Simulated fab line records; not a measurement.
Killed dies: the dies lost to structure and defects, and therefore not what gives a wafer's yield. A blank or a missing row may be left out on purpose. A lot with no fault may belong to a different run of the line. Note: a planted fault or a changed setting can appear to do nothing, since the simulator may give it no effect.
fab line records + flow n5_finfet + part 2 of 2: steps 27 to 31 of 31
record:
- lots: 5
- wafers: 15
- last_day: 16
route steps=1938 shown HKMG_FIN@409
lots untouched by any fault: they come from a run of this same line in which no faults occurred
start_h: the number of hours between the record's first day and the start of the first shown wafer of the lot + wait_h: hours from the lot's prior step to this one + " identical to the entry in the row above + L1.1+2: a single row standing in for several wafers + - no value, or no start was given + * or withheld: withheld + < > ~ a bound
route shown NAME@n: a module of which the file shows steps, and the number in the route of the first + usual: the fault-free wafers' mean and standard deviation + same: alike in all rows + chamber/n: place in a boat + sites: readings site by site + _std_site: standard deviation of those values + _edge_site: outer sites' mean less inner sites' + radius_mm: for every site, how far away it sits from the centre of the wafer + mask NAME#n: copy n + behind: tool/chamber where the wafer was last shaped + hold: reason for holding the lot/hours on hold/outcome of the hold + device: whichever transistor did not switch (one of n, p or np) + end of line: tests of these same wafers at the route's end + where a step has no rows: the recipe by itself + killed: count of dies lost to structure and defects at first sort (not the wafer's yield) + map: the dies of a wafer, with x for killed, . for not killed, _ for no die there
set.NAME: the setting the step ran with; set.NAME@STEP: the setting that earlier step ran with + model.NAME: the simulator's own value behind a step, which no gauge read
lots seen at some steps along the route; tables by step, rows by wafer
services: the hour from which a tool's chamber was out of use, counted from the record's first day as start_h (under 0 if before that day), plus the number of hours and why
== steps ==
step: N5_HKMG_FIN_ETCH_32
recipe:
- chemistry: N2/H2
- target: SOC
- target_depth_a: 2400
- temp_c: 40
- time_s: 300
- ion_energy_ev: 200
- mask_material: SiARC
- pressure_mtorr: 30
- source_w: 840
- bias_w: 150
- n2_flow_sccm: 200
- h2_flow_sccm: 200
usual:
- chamber_pressure_mTorr: 29.996/0.028
- drypump_motor_current_A: 5.7/0.42
- oes_product_au: 0.78/0.097
- rf_vpp_V: 524.2/1.6
- showerhead_plenum_p_Torr: 2.55/0.057
- throttle_valve_pct: 17.85/0.14
| lot.wafer | tool        | chamber | start_h | wait_h | chamber_pressure_mTorr | drypump_motor_current_A | oes_product_au | rf_hours_counter_h | rf_vpp_V | showerhead_plenum_p_Torr | throttle_valve_pct |
|-----------|-------------|---------|---------|--------|------------------------|-------------------------|----------------|--------------------|----------|--------------------------|--------------------|
| L075.1    | rie_diel-06 | 0       | 83.41   | 0.0    | 29.988                 | 5.8                     | 0.98           | 4                  | 526.8    | 2.59                     | 17.79              |
| L075.4    | "           | 1       | "       | "      | 30.001                 | 5.7                     | 0.93           | 11                 | 524.7    | 2.63                     | 17.67              |
| L075.6    | "           | 0       | "       | "      | 29.960                 | 5.8                     | 0.96           | -                  | 525.8    | 2.59                     | 17.78              |
| L077.3    | rie_diel-05 | 0       | 99.80   | 0.0    | 29.982                 | 6.2                     | 0.73           | 143                | 522.8    | 2.54                     | 17.96              |
| L077.4    | "           | 2       | "       | "      | 30.010                 | 5.5                     | 0.71           | 190                | 523.5    | 2.53                     | 17.80              |
| L077.5    | "           | 2       | "       | "      | 29.996                 | 5.5                     | 0.70           | -                  | 522.8    | 2.53                     | 17.80              |
| L082.3    | rie_diel-06 | 2       | 126.72  | 0.0    | 30.000                 | 6.3                     | 0.71           | 188                | 523.4    | 2.52                     | 17.84              |
| L082.4    | "           | 0       | "       | "      | 29.998                 | 5.8                     | 0.92           | 19                 | 525.2    | 2.58                     | 17.79              |
| L082.5    | "           | 0       | "       | "      | 29.996                 | 5.8                     | 0.93           | -                  | 525.0    | 2.58                     | 17.80              |
| L084.2    | rie_diel-05 | 3       | 133.87  | 0.0    | 30.042                 | 5.3                     | 0.93           | 14                 | 526.0    | 2.61                     | 17.80              |
| L084.3    | "           | 0       | "       | "      | 29.952                 | 6.2                     | 0.73           | 155                | 524.7    | 2.53                     | 17.97              |
| L084.4    | "           | 2       | "       | "      | 29.992                 | 5.5                     | 0.69           | 204                | 523.2    | 2.53                     | 17.83              |
| L091.2    | rie_diel-05 | 3       | 176.50  | 0.0    | 30.003                 | 5.4                     | 0.90           | 29                 | 526.0    | 2.60                     | 17.83              |
| L091.3    | "           | 1       | "       | "      | 29.981                 | 5.4                     | 0.75           | 172                | 522.7    | 2.53                     | 18.05              |
| L091.5    | "           | 1       | "       | "      | 30.024                 | 5.4                     | 0.74           | -                  | 522.8    | 2.53                     | 18.06              |
step: N5_HKMG_FIN_STRIP_33
recipe:
- chemistry: N2/H2
- temp_c: 40
- n2_flow_sccm: 200
- h2_flow_sccm: 200
- rf_frequency_hz: 6e+07
| lot.wafer  | tool        | chamber | start_h | wait_h |
|------------|-------------|---------|---------|--------|
| L075.1+4+6 | rie_diel-06 | 0,1,0   | 83.59   | 0.1    |
| L077.3+4+5 | rie_diel-05 | 0,2,2   | 99.98   | 0.1    |
| L082.3+4+5 | rie_diel-06 | 2,0,0   | 126.90  | 0.1    |
| L084.2+3+4 | rie_diel-05 | 3,0,2   | 134.05  | 0.1    |
| L091.2+3+5 | rie_diel-05 | 3,1,1   | 176.68  | 0.1    |
step: N5_HKMG_FIN_STRIP_34
recipe:
- chemistry: CF4
- resist: SiARC
- power_w: 300
- bias_power_w: 75
- pressure_mtorr: 50
- cf4_flow_sccm: 150
- rf_frequency_hz: 6e+07
usual:
- chamber_pressure_mTorr: 50.00/0.05
- drypump_motor_current_A: 5.7/0.42
- oes_product_au: 0.78/0.086
- rf_vpp_V: 271.4/1.1
- showerhead_plenum_p_Torr: 1.81/0.038
- throttle_valve_pct: 13.62/0.22
| lot.wafer | tool        | chamber | start_h | wait_h | chamber_pressure_mTorr | drypump_motor_current_A | oes_product_au | rf_hours_counter_h | rf_vpp_V | showerhead_plenum_p_Torr | throttle_valve_pct |
|-----------|-------------|---------|---------|--------|------------------------|-------------------------|----------------|--------------------|----------|--------------------------|--------------------|
| L075.1    | rie_diel-06 | 0       | 83.60   | 0.0    | 49.98                  | 5.8                     | 0.96           | 5                  | 273.0    | 1.84                     | 13.39              |
| L075.4    | "           | 1       | "       | "      | 49.99                  | 5.7                     | 0.89           | 11                 | 273.2    | 1.85                     | 13.30              |
| L075.6    | "           | 0       | "       | "      | 49.98                  | 5.8                     | 0.95           | -                  | 270.7    | 1.84                     | 13.38              |
| L077.3    | rie_diel-05 | 0       | 99.99   | 0.0    | 50.00                  | 6.2                     | 0.74           | 143                | 271.9    | 1.79                     | 13.68              |
| L077.4    | "           | 2       | "       | "      | 49.95                  | 5.5                     | 0.71           | 191                | 271.6    | 1.79                     | 13.64              |
| L077.5    | "           | 2       | "       | "      | 49.98                  | 5.5                     | 0.71           | -                  | 270.4    | 1.79                     | 13.65              |
| L082.3    | rie_diel-06 | 2       | 126.91  | 0.0    | 50.08                  | 6.3                     | 0.71           | 188                | 270.7    | 1.79                     | 13.78              |
| L082.4    | "           | 0       | "       | "      | 50.01                  | 5.8                     | 0.91           | 19                 | 270.9    | 1.84                     | 13.42              |
| L082.5    | "           | 0       | "       | "      | 49.93                  | 5.8                     | 0.91           | -                  | 271.6    | 1.84                     | 13.41              |
| L084.2    | rie_diel-05 | 3       | 134.06  | 0.0    | 49.95                  | 5.3                     | 0.90           | 15                 | 271.4    | 1.82                     | 13.22              |
| L084.3    | "           | 0       | "       | "      | 49.98                  | 6.2                     | 0.72           | 155                | 272.5    | 1.79                     | 13.72              |
| L084.4    | "           | 2       | "       | "      | 49.98                  | 5.5                     | 0.70           | 204                | 272.2    | 1.79                     | 13.67              |
| L091.2    | rie_diel-05 | 3       | 176.69  | 0.0    | 49.93                  | 5.3                     | 0.87           | 29                 | 273.9    | 1.82                     | 13.27              |
| L091.3    | "           | 1       | "       | "      | 49.91                  | 5.4                     | 0.73           | 172                | 272.2    | 1.79                     | 13.82              |
| L091.5    | "           | 1       | "       | "      | 50.08                  | 5.4                     | 0.73           | -                  | 271.4    | 1.79                     | 13.84              |
step: N5_HKMG_FIN_ETCH_35
recipe:
- chemistry: N2/H2
- target: SOC
- target_depth_a: 2158
- ion_energy_ev: 65
- bias_w: 5
- source_w: 3000
- time_s: 243.4
- pressure_mtorr: 30
- n2_flow_sccm: 200
- h2_flow_sccm: 200
usual:
- chamber_pressure_mTorr: 30.002/0.025
- drypump_motor_current_A: 5.7/0.41
- oes_product_au: 0.78/0.096
- rf_vpp_V: 141.7/0.78
- showerhead_plenum_p_Torr: 2.55/0.057
- throttle_valve_pct: 17.86/0.14
| lot.wafer | tool        | chamber | start_h | wait_h | chamber_pressure_mTorr | drypump_motor_current_A | oes_product_au | rf_hours_counter_h | rf_vpp_V | showerhead_plenum_p_Torr | throttle_valve_pct |
|-----------|-------------|---------|---------|--------|------------------------|-------------------------|----------------|--------------------|----------|--------------------------|--------------------|
| L075.1    | rie_diel-06 | 0       | 83.62   | 0.0    | 29.991                 | 5.8                     | 0.96           | 5                  | 141.6    | 2.59                     | 17.78              |
| L075.4    | "           | 1       | "       | "      | 30.045                 | 5.7                     | 0.92           | 11                 | 141.0    | 2.63                     | 17.68              |
| L075.6    | "           | 0       | "       | "      | 29.974                 | 5.8                     | 0.96           | -                  | 142.0    | 2.59                     | 17.77              |
| L077.3    | rie_diel-05 | 0       | 100.01  | 0.0    | 30.014                 | 6.2                     | 0.74           | 143                | 142.4    | 2.54                     | 17.95              |
| L077.4    | "           | 2       | "       | "      | 30.030                 | 5.5                     | 0.71           | 191                | 142.2    | 2.53                     | 17.81              |
| L077.5    | "           | 2       | "       | "      | 29.985                 | 5.5                     | 0.69           | -                  | 141.3    | 2.53                     | 17.81              |
| L082.3    | rie_diel-06 | 2       | 126.93  | 0.0    | 29.987                 | 6.3                     | 0.71           | 188                | 141.7    | 2.52                     | 17.84              |
| L082.4    | "           | 0       | "       | "      | 30.046                 | 5.8                     | 0.92           | 19                 | 141.8    | 2.58                     | 17.82              |
| L082.5    | "           | 0       | "       | "      | 29.967                 | 5.8                     | 0.92           | -                  | 142.2    | 2.58                     | 17.80              |
| L084.2    | rie_diel-05 | 3       | 134.08  | 0.0    | 29.991                 | 5.3                     | 0.93           | 15                 | 140.7    | 2.61                     | 17.81              |
| L084.3    | "           | 0       | "       | "      | 29.989                 | 6.2                     | 0.72           | 155                | 140.5    | 2.53                     | 17.97              |
| L084.4    | "           | 2       | "       | "      | 29.957                 | 5.5                     | 0.69           | 204                | 140.8    | 2.53                     | 17.84              |
| L091.2    | rie_diel-05 | 3       | 176.71  | 0.0    | 29.986                 | 5.3                     | 0.90           | 29                 | 141.3    | 2.60                     | 17.83              |
| L091.3    | "           | 1       | "       | "      | 29.952                 | 5.4                     | 0.74           | 172                | 141.0    | 2.53                     | 18.08              |
| L091.5    | "           | 1       | "       | "      | 30.040                 | 5.4                     | 0.74           | -                  | 142.4    | 2.53                     | 18.07              |
step: N5_HKMG_FIN_STRIP_92
recipe:
- chemistry: N2/H2
- material: SOC
- time_s: 20
- power_w: 500
- temp_c: 40
- pressure_mtorr: 50
- rf_frequency_hz: 6e+07
- bias_power_w: 8
- h2_frac: 0.5
- n2_flow_sccm: 300
- h2_flow_sccm: 300
usual:
- chamber_pressure_mTorr: 50.01/0.052
- drypump_motor_current_A: 5.7/0.41
- oes_product_au: 0.79/0.098
- rf_vpp_V: 54.1/0.9
- showerhead_plenum_p_Torr: 3.38/0.073
- throttle_valve_pct: 19.04/0.24
| lot.wafer | tool        | chamber | start_h | wait_h | chamber_pressure_mTorr | drypump_motor_current_A | oes_product_au | rf_hours_counter_h | rf_vpp_V | showerhead_plenum_p_Torr | throttle_valve_pct |
|-----------|-------------|---------|---------|--------|------------------------|-------------------------|----------------|--------------------|----------|--------------------------|--------------------|
| L075.1    | rie_diel-06 | 0       | 83.77   | 0.1    | 49.96                  | 5.8                     | 0.97           | 5                  | 53.6     | 3.42                     | 19.28              |
| L075.4    | "           | 1       | "       | "      | 50.07                  | 5.8                     | 0.93           | 11                 | 53.6     | 3.47                     | 18.93              |
| L075.6    | "           | 0       | "       | "      | 50.08                  | 5.8                     | 0.97           | -                  | 54.0     | 3.42                     | 19.28              |
| L077.3    | rie_diel-05 | 0       | 100.16  | 0.1    | 50.00                  | 6.3                     | 0.74           | 143                | 54.9     | 3.35                     | 19.11              |
| L077.4    | "           | 2       | "       | "      | 50.04                  | 5.5                     | 0.70           | 191                | 54.0     | 3.35                     | 18.94              |
| L077.5    | "           | 2       | "       | "      | 49.99                  | 5.5                     | 0.71           | -                  | 54.1     | 3.35                     | 18.92              |
| L082.3    | rie_diel-06 | 2       | 127.08  | 0.1    | 50.02                  | 6.3                     | 0.71           | 188                | 54.2     | 3.33                     | 18.93              |
| L082.4    | "           | 0       | "       | "      | 49.95                  | 5.8                     | 0.92           | 19                 | 55.3     | 3.41                     | 19.31              |
| L082.5    | "           | 0       | "       | "      | 50.01                  | 5.8                     | 0.92           | -                  | 54.6     | 3.41                     | 19.30              |
| L084.2    | rie_diel-05 | 3       | 134.23  | 0.1    | 49.95                  | 5.3                     | 0.95           | 15                 | 54.9     | 3.44                     | 19.34              |
| L084.3    | "           | 0       | "       | "      | 49.95                  | 6.2                     | 0.72           | 155                | 53.7     | 3.34                     | 19.13              |
| L084.4    | "           | 2       | "       | "      | 50.02                  | 5.5                     | 0.69           | 204                | 53.7     | 3.34                     | 18.95              |
| L091.2    | rie_diel-05 | 3       | 176.86  | 0.1    | 50.05                  | 5.3                     | 0.91           | 29                 | 55.1     | 3.44                     | 19.36              |
| L091.3    | "           | 1       | "       | "      | 49.98                  | 5.4                     | 0.74           | 172                | 53.5     | 3.35                     | 19.09              |
| L091.5    | "           | 1       | "       | "      | 50.02                  | 5.4                     | 0.74           | -                  | 54.6     | 3.35                     | 19.10              |
== services ==
| tool              | chamber | start_h | hours | kind   |
|-------------------|---------|---------|-------|--------|
| arfi_scanner-01   | -       | 57.22   | 1.0   | pm     |
| rie_diel-05       | -       | 61.93   | 2.8   | pm     |
| arfi_scanner-03   | -       | 64.19   | 0.9   | repair |
| ald_metal-04      | 3       | 64.41   | 14.6  | repair |
| rie_diel-05       | 3       | 66.19   | 7.2   | repair |
| rie_diel-06       | 0       | 67.14   | 4.2   | repair |
| ald_metal-04      | 1       | 77.86   | 26.0  | repair |
| arfi_scanner-03   | -       | 79.22   | 1.3   | pm     |
| arfi_scanner-03   | -       | 86.51   | 1.0   | pm     |
| arfi_scanner-02   | -       | 99.92   | 0.6   | repair |
| arfi_scanner-02   | -       | 101.05  | 10.1  | repair |
| arfi_scanner-03   | -       | 111.78  | 0.8   | pm     |
| arfi_scanner-02   | -       | 113.50  | 0.8   | pm     |
| ald_metal-04      | -       | 115.64  | 0.8   | repair |
| arfi_scanner-02   | -       | 117.53  | 1.3   | pm     |
| rie_diel-05       | 3       | 118.81  | 5.5   | repair |
| arfi_scanner-03   | -       | 120.40  | 6.3   | repair |
| arfi_scanner-03   | -       | 134.30  | 4.9   | pm     |
| ald_metal-02      | 3       | 143.51  | 13.5  | repair |
| arfi_scanner-03   | -       | 149.08  | 0.4   | repair |
| ald_metal-02      | -       | 159.49  | 8.7   | pm     |
| arfi_scanner-02   | -       | 162.95  | 0.4   | repair |
| thermal_cvd_si-01 | -       | 168.29  | 2.8   | pm     |
| ald_metal-03      | 1       | 172.90  | 21.4  | repair |
